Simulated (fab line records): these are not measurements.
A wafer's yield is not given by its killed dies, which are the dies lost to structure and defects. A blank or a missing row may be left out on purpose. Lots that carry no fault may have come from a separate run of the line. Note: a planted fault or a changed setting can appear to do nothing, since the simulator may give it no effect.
A struck lot beside a sound one | flow n5Finfet | 14 out of 1938 route steps
Sound: wafers L378.2, L378.4, L378.6. Wafers L387.2, L387.5, L387.6 were the ones struck. The cause comes at the end.
Each step with rows lists, per side, the tool, then ch with its chambers, then its first start. Under that, the readings that differ: sound wafers | struck wafers | difference of the means | sigmas: that difference in standard deviations of wafers without a fault.
alike: a reading whose means differ by less than 2 such deviations, as well as words and numbers matching on both sides. not compared: withheld readings; readings where some wafer has no value; bounds like >300 that might hide an equal value; numbers whose values overlap and for which the record gives no deviation.
The two part at a step that has a row with sigmas, a row that says differs or no value, or rows on one side only. Numbers that have no deviation but don't overlap get no sigmas and don't part them. A reading missing from all wafers of one side parts the sides only when that side holds two or more wafers.

N5_BEOL_M1_RS_MEAS_58: measurement is done with a four-point probe.
  sound on filmMetro-02 at day 7 12:40; struck on filmMetro-01 at day 9 18:07
  alike: M1_RS
N5_BEOL_M1_INSPECT_59: inspects for defects (darkfield).
  sound on defectInspect-01 at day 7 12:41; struck on defectInspect-01 at day 9 18:08
  alike: rawDefectCount
N5_BEOL_M2_ILD_DEP_00: deposits SiOC from DEMS/O2, target thk 79 nm, time 15.3 s.
  sound on pecvd-03 ch 1,2, day 7 12:43; struck on pecvd-02 ch 0,1, day 9 18:10
  alike: heaterPowerW, showerheadPlenumPTorr, throttleValvePct
N5_BEOL_M2_THK_MEAS_01:
  sound on filmMetro-02 at day 7 12:47; struck on filmMetro-01 at day 9 18:16
  alike: M2_ILD_THK
N5_BEOL_M2_PECVD_72: deposits SiO2 from TEOS/O2, target thk 16 nm, time 18 s.
  sound on pecvd-01 ch 0,1,2, day 7 12:49; struck on pecvd-03 ch 0,2, day 9 18:18
  alike: heaterPowerW, showerheadPlenumPTorr, throttleValvePct
N5_BEOL_M2_HM_DEP_02: deposits TiN, target thk 20 nm.
  sound on pvdSputter-03 at day 7 14:32; struck on pvdSputter-02 at day 9 18:44
  alike: throttleValvePct
then, 6 steps without rows for these wafers: N5_BEOL_M2_COAT_61 (time 60 s, resist thk 60 nm); N5_BEOL_M2_COAT_62 (time 60 s, resist thk 12 nm); N5_BEOL_M2_COAT_73 (time 60 s, resist thk 5 nm); N5_BEOL_M2_COAT_05 (resist thk 30 nm); N5_BEOL_M2_EBR_07; N5_BEOL_M2_SOFTBAKE_06 (time 60 s).
N5_BEOL_M2_EXPOSE_08: exposes mask M2.
  sound on euvScanner-01 ch 0, day 7 14:56; struck on euvScanner-02, day 9 19:00
  no value came back on the struck wafers for dipoleOpeningDeg (degrees), exposureDoseMJCm2; on the sound wafers dipoleOpeningDeg (degrees) reads 79.7 79.7 79.7
  alike: mask
then, 1 step without rows for these wafers: N5_BEOL_M2_PEB_09 (peb time 60 s).

## WHERE THEY PART
Only at N5_BEOL_M2_EXPOSE_08, as far as this record shows.

WHY: what had been put in by the simulator
Skipped step whole: euvScanner-02, from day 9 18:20 on, at N5_BEOL_M2_EXPOSE_08. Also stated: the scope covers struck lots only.
